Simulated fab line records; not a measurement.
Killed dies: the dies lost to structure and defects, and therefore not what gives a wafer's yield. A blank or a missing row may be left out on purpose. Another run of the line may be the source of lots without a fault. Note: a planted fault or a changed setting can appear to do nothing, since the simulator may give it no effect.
fab line records	flow nand-harc
record lots=6	wafers=17	last-day=33
route steps=1302 shown A_CHANNEL_HOLE_D1@484 A_CHANNEL_FILL_D1@490
lots that met no fault: from a run of the same line without faults
start-h: start of the lot's first displayed wafer, in hours after the record's first day	wait-h: hours from the lot's prior step to this one	" same as the row above	L1.1+2: a row that stands for several wafers	- no value present, or no start provided	* or withheld: withheld	< > ~ a bound
route shown NAME@n: a module of which the file shows steps, and the number in the route of the first	usual: mean and standard deviation over wafers with no fault	same: alike in all rows	chamber/n: place in a boat	sites: readings site by site	_std_site: standard deviation across them	_edge_site: outer sites' mean less inner sites'	radius-mm: for every site, how far away it sits from the centre of the wafer	mask NAME#n: copy n	behind: tool/chamber where the wafer was last shaped	hold: why the lot went on hold/how many hours it stayed there/how the hold came to an end	device: the n, p or np transistor that did not switch	end of line: at the end of the route, the tests of the same wafers	for a step that has no rows: nothing shown but its recipe	killed: not the wafer's yield, but the dies lost to structure and defects at the first sort	map: a wafer's dies, marking killed ones x, the rest . and places with no die _
set.NAME: the setting that was run; set.NAME@STEP: the one run at that earlier step	model.NAME: the simulator's own value behind a step, which no gauge read
a table for each step, a row for each wafer; lots at some steps of the route
services: when a tool's chamber went out of use (start-h, in hours from the record's first day, below 0 if earlier), for how many hours, and the reason
## steps
# step NHARC_A_CHANNEL_HOLE_D1_STRIP_27
# recipe o2-flow-sccm=500	ar-flow-sccm=0	bias-w=0	chemistry=O2
# usual drypump-motor-current-A=6.0/0.38	oes-product-au=1.000/0.0084	rf-vpp-V=57.9/0.91	showerhead-plenum-p-Torr=3.55/0.14	throttle-valve-pct=17.036/0.0087
lot.wafer	tool	chamber	start-h	wait-h	drypump-motor-current-A	oes-product-au	rf-hours-counter-h	rf-vpp-V	showerhead-plenum-p-Torr	throttle-valve-pct
L635.1	rie-diel-09	2	-	-	6.1	0.991	10	57.5	3.62	17.036
L635.3	"	3	"	"	6.4	0.986	9	59.4	3.80	17.042
L635.4	"	1	"	"	5.9	0.986	10	58.1	3.68	17.040
L642.1	rie-diel-07	0	-	-	5.7	0.996	9	57.5	3.46	17.033
L642.4	"	2	"	"	6.0	1.002	-	58.4	3.55	17.033
L642.6	"	0	"	"	5.7	1.000	-	57.4	3.46	17.028
L650.1	rie-diel-07	3	-	-	6.6	1.006	2	55.9	3.53	17.046
L650.6	"	0	"	"	5.7	1.006	-	58.3	3.46	17.037
L649.4	rie-diel-05	3	-	-	5.1	0.994	35	57.7	3.79	17.031
L649.6	"	1	"	"	5.8	0.997	-	57.6	3.75	17.025
L649.5	"	2	"	"	5.9	0.995	-	58.9	3.61	17.032
L656.1	rie-diel-07	0	-	-	5.7	0.998	6	58.2	3.46	17.038
L656.2	"	1	"	"	6.2	1.004	5	57.0	3.30	17.035
L656.6	"	0	"	"	5.7	1.009	-	57.6	3.46	17.035
L658.5	rie-diel-07	0	-	-	5.7	0.990	-	59.2	3.45	17.025
L658.6	"	1	"	"	6.2	0.997	-	56.0	3.30	17.029
L658.4	"	2	"	"	6.0	0.998	-	58.7	3.54	17.031
# step NHARC_A_CHANNEL_HOLE_D1_PRECLEAN_28
# recipe time-s=*	temp-c=50	bath-age-min=0	chemistry=SC1
# step NHARC_A_CHANNEL_HOLE_D1_SRD_29
# step NHARC_A_CHANNEL_HOLE_D1_CD_MEAS_30
# usual cd-nm=89.9/1.2
lot.wafer	tool	chamber	start-h	wait-h	cd-nm
L635.1	cd-sem-02	-	186.66	-	89.0
L635.3	"	-	"	"	90.5
L635.4	"	-	"	"	89.2
L642.1	cd-sem-02	-	253.49	-	88.8
L642.4	"	-	"	"	89.6
L642.6	"	-	"	"	90.9
L650.1	cd-sem-03	-	337.61	0.1	89.4
L650.6	"	-	"	"	89.4
L649.4	cd-sem-03	-	340.62	-	90.2
L649.5	"	-	"	"	89.2
L649.6	"	-	"	"	91.4
L656.1	cd-sem-01	-	392.77	-	90.1
L656.2	"	-	"	"	88.5
L656.6	"	-	"	"	90.1
L658.4	cd-sem-02	-	413.75	-	91.2
L658.5	"	-	"	"	92.0
L658.6	"	-	"	"	91.3
# step NHARC_A_CHANNEL_HOLE_D1_XSEM_31
# recipe landing-energy-ev=35000
# usual bot-cd-nm=74.5/1.3	bow-nm=8.50/0.25	tilt-deg=0.07/0.051
lot.wafer	tool	chamber	start-h	wait-h	bot-cd-nm	bow-nm	tilt-deg
L635.1	xsem-01	0	186.75	0.1	73.3	8.03	0.03
L635.3	"	0	"	"	74.8	8.06	0.03
L635.4	"	0	"	"	73.7	8.03	0.03
L642.1	xsem-02	0	253.58	0.1	73.4	8.79	0.05
L642.4	"	0	"	"	73.8	8.73	0.05
L642.6	"	0	"	"	75.5	8.76	0.05
L650.1	xsem-01	0	337.70	0.1	74.4	8.61	0.16
L650.6	"	0	"	"	74.5	8.57	0.16
L649.4	xsem-02	0	340.72	0.1	74.2	8.48	0.08
L649.5	"	0	"	"	72.7	8.66	0.07
L649.6	"	0	"	"	76.0	8.48	0.08
L656.1	xsem-02	0	392.86	0.1	74.5	8.67	0.10
L656.2	"	0	"	"	73.5	8.63	0.10
L656.6	"	0	"	"	74.8	8.68	0.10
L658.4	xsem-02	0	413.84	0.1	76.6	8.65	0.00
L658.5	"	0	"	"	77.4	8.62	0.00
L658.6	"	0	"	"	76.8	8.60	0.00
# step NHARC_A_CHANNEL_HOLE_D1_INSPECT_40
# usual raw-defect-count=68/25
lot.wafer	tool	chamber	start-h	wait-h	raw-defect-count
L635.1	defect-inspect-01	-	186.86	-	107
L635.3	"	-	"	"	100
L635.4	"	-	"	"	87
L642.1	defect-inspect-01	-	253.68	-	46
L642.4	"	-	"	"	54
L642.6	"	-	"	"	36
L650.1	defect-inspect-01	-	337.80	-	41
L650.6	"	-	"	"	44
L649.4	defect-inspect-02	-	340.80	-	96
L649.5	"	-	"	"	80
L649.6	"	-	"	"	147
L656.1	defect-inspect-01	-	392.96	-	66
L656.2	"	-	"	"	81
L656.6	"	-	"	"	65
L658.4	defect-inspect-01	-	413.93	-	53
L658.5	"	-	"	"	70
L658.6	"	-	"	"	56
# step NHARC_A_CHANNEL_FILL_D1_PRECLEAN_00
# recipe time-s=*	temp-c=50	bath-age-min=0	chemistry=SC1
# step NHARC_A_CHANNEL_FILL_D1_SRD_01
# step NHARC_A_CHANNEL_FILL_D1_ALD_02
# recipe target-thk-a=60	pulse-time-s=10	ald-cycles=60	temp-c=300	material=SiO2
# step NHARC_A_CHANNEL_FILL_D1_ALD_03
# recipe target-thk-a=60	pulse-time-s=60	ald-cycles=58	temp-c=630	pressure-torr=2	material=SiNx
# usual ald-cycles=58/0	precursor-pulse-height-rel=1.001/0.021
lot.wafer	tool	chamber	start-h	wait-h	ald-cycles	precursor-pulse-height-rel
L635.1	ald-sin-batch-02	0	-	-	58	1.019
L635.3	"	0	"	"	58	0.991
L635.4	"	0	"	"	58	1.010
L642.1	ald-sin-batch-01	0	-	-	58	0.990
L642.4	"	0	"	"	58	0.996
L642.6	"	0	"	"	58	0.983
L650.1	ald-sin-batch-01	0	-	-	58	1.025
L650.6	"	0	"	"	58	0.978
L649.4	ald-sin-batch-02	0	-	-	58	0.990
L649.5	"	0	"	"	58	0.997
L649.6	"	0	"	"	58	1.022
L656.1	ald-sin-batch-01	0	-	-	58	0.968
L656.2	"	0	"	"	58	0.991
L656.6	"	0	"	"	58	0.988
L658.4	ald-sin-batch-03	0	-	-	58	0.957
L658.5	"	0	"	"	58	0.997
L658.6	"	0	"	"	58	0.982
# step NHARC_A_CHANNEL_FILL_D1_ALD_14
# recipe target-thk-a=25	pulse-time-s=10	ald-cycles=25	temp-c=300	material=SiO2
# usual ald-cycles=25/0	heater-power-outer-w=263/32	heater-power-w=477/52	precursor-pulse-height-rel=1.000/0.019
lot.wafer	tool	chamber	start-h	wait-h	ald-cycles	heater-power-outer-w	heater-power-w	precursor-pulse-height-rel
L635.4	ald-hk-04	3	194.08	0.0	25	236	450	1.007
L635.1	"	1	"	"	25	279	469	0.971
L635.3	"	2	"	"	25	228	417	1.010
L642.4	ald-hk-03	2	261.20	0.0	25	216	409	1.010
L642.1	"	3	"	"	25	284	495	0.987
L642.6	"	3	"	"	25	286	502	1.028
L650.1	ald-hk-04	2	345.05	0.1	25	217	413	0.998
L650.6	"	2	"	"	25	218	412	0.976
L649.4	ald-hk-03	3	349.56	1.6	25	292	487	0.983
L649.6	"	1	"	"	25	274	533	0.954
L649.5	"	2	"	"	25	225	399	0.999
L656.1	ald-hk-04	0	400.64	0.0	25	273	549	1.019
L656.2	"	1	"	"	25	283	498	0.982
L656.6	"	0	"	"	25	277	527	1.033
L658.4	ald-hk-04	2	421.15	0.0	25	216	407	0.981
L658.5	"	2	"	"	25	215	407	1.022
L658.6	"	3	"	"	25	232	460	1.010
# step NHARC_A_CHANNEL_FILL_D1_ALD_15
# recipe target-thk-a=20	pulse-time-s=60	ald-cycles=19	temp-c=630	pressure-torr=2	material=SiNx
# usual ald-cycles=19/0	precursor-pulse-height-rel=1.002/0.02
lot.wafer	tool	chamber	start-h	wait-h	ald-cycles	precursor-pulse-height-rel
L635.1	ald-sin-batch-02	0	-	-	19	0.987
L635.3	"	0	"	"	19	0.961
L635.4	"	0	"	"	19	1.013
L642.1	ald-sin-batch-02	0	-	-	19	1.004
L642.4	"	0	"	"	19	1.023
L642.6	"	0	"	"	19	0.992
L650.1	ald-sin-batch-01	0	-	-	19	1.009
L650.6	"	0	"	"	19	0.989
L649.4	ald-sin-batch-02	0	-	-	19	0.974
L649.5	"	0	"	"	19	0.985
L649.6	"	0	"	"	19	0.995
L656.1	ald-sin-batch-01	0	-	-	19	0.998
L656.2	"	0	"	"	19	1.012
L656.6	"	0	"	"	19	1.007
L658.4	ald-sin-batch-01	0	-	-	19	0.965
L658.5	"	0	"	"	19	1.017
L658.6	"	0	"	"	19	1.003
# step NHARC_A_CHANNEL_FILL_D1_ALD_16
# recipe target-thk-a=15	pulse-time-s=10	ald-cycles=15	temp-c=300	material=SiO2
# usual ald-cycles=15/0	heater-power-outer-w=267/34	heater-power-w=485/54	precursor-pulse-height-rel=0.997/0.021
lot.wafer	tool	chamber	start-h	wait-h	ald-cycles	heater-power-outer-w	heater-power-w	precursor-pulse-height-rel
L635.3	ald-hk-01	3	199.30	0.1	15	233	447	0.997
L635.1	"	0	"	"	15	318	559	1.003
L635.4	"	1	"	"	15	249	446	1.010
L642.1	ald-hk-03	2	266.40	0.0	15	222	397	0.999
L642.4	"	0	"	"	15	280	478	0.975
L642.6	"	2	"	"	15	221	390	0.993
L650.1	ald-hk-03	0	350.79	0.7	10	275	479	1.039
L650.6	"	2	"	"	15	228	403	1.012
L649.4	ald-hk-03	0	354.74	0.1	15	268	476	1.010
L649.5	"	2	"	"	10	220	403	1.025
L649.6	"	3	"	"	15	295	509	0.973
L656.1	ald-hk-04	3	405.83	0.1	15	238	453	0.992
L656.2	"	0	"	"	15	277	534	1.003
L656.6	"	2	"	"	15	220	411	1.008
L658.4	ald-hk-01	2	426.36	0.0	15	273	525	1.003
L658.5	"	2	"	"	15	279	536	1.022
L658.6	"	3	"	"	15	245	452	1.004
# step NHARC_A_CHANNEL_FILL_D1_ANNEAL_17
# recipe temp-c=850	time-s=1800
## services
tool	chamber	start-h	hours	kind
rie-diel-09	2	203.91	8.3	repair
rie-diel-09	0	206.86	1.8	repair
ald-hk-01	-	207.87	0.7	repair
ald-hk-03	-	214.13	10.0	pm
ald-hk-03	0	214.13	10.0	vent-cycle
ald-hk-03	1	214.13	10.0	vent-cycle
rie-diel-05	1	214.95	5.1	repair
rie-diel-05	3	224.80	7.2	repair
rie-diel-05	-	229.62	9.0	pm
rie-diel-07	3	242.98	24.6	repair
ald-sin-batch-02	-	266.36	26.0	pm
rie-diel-07	-	294.25	9.0	pm
ald-hk-01	-	296.67	10.0	pm
rie-diel-09	3	313.47	10.3	repair
rie-diel-09	-	320.46	9.0	pm
rie-diel-05	2	327.15	9.6	repair
rie-diel-07	-	339.53	2.2	repair
rie-diel-09	0	358.70	36.5	repair
xsem-01	-	374.00	14.0	pm
rie-diel-09	1	386.84	5.0	repair
ald-hk-03	-	392.13	10.0	pm
rie-diel-05	-	406.62	9.0	pm
rie-diel-07	3	407.81	12.7	repair
ald-hk-01	-	414.03	2.1	repair
## key
first-sign step=NHARC_A_CHANNEL_FILL_D1_ALD_16	reading=ald-cycles	direction=down	sigmas=99+	usual=15	struck=10
effect none on later readings
met-at NHARC_A_CHANNEL_FILL_D1_ALD_16
struck-wafers L649.5,L650.1
tester-left-out L649,L650
onset-between 266.40 350.79
fault kind=process-parameter-drift	tool=ald-hk-03	chamber=-	onset-h=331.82	steps=NHARC_A_CHANNEL_FILL_D1_ALD_16	channel=ald-cycles	offset=-5	shape=step	end-h=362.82	scope=struck-wafers-only	acts-in=these-recipes-only	stated=15
# tester-left-out: of these lots the tester's yield and bins aren't shown, on N5 and GAA mostly nor the transistor test; their killed dies are dies lost to structure and defects alone, not to doping, threshold or leakage, so they don't give the yield
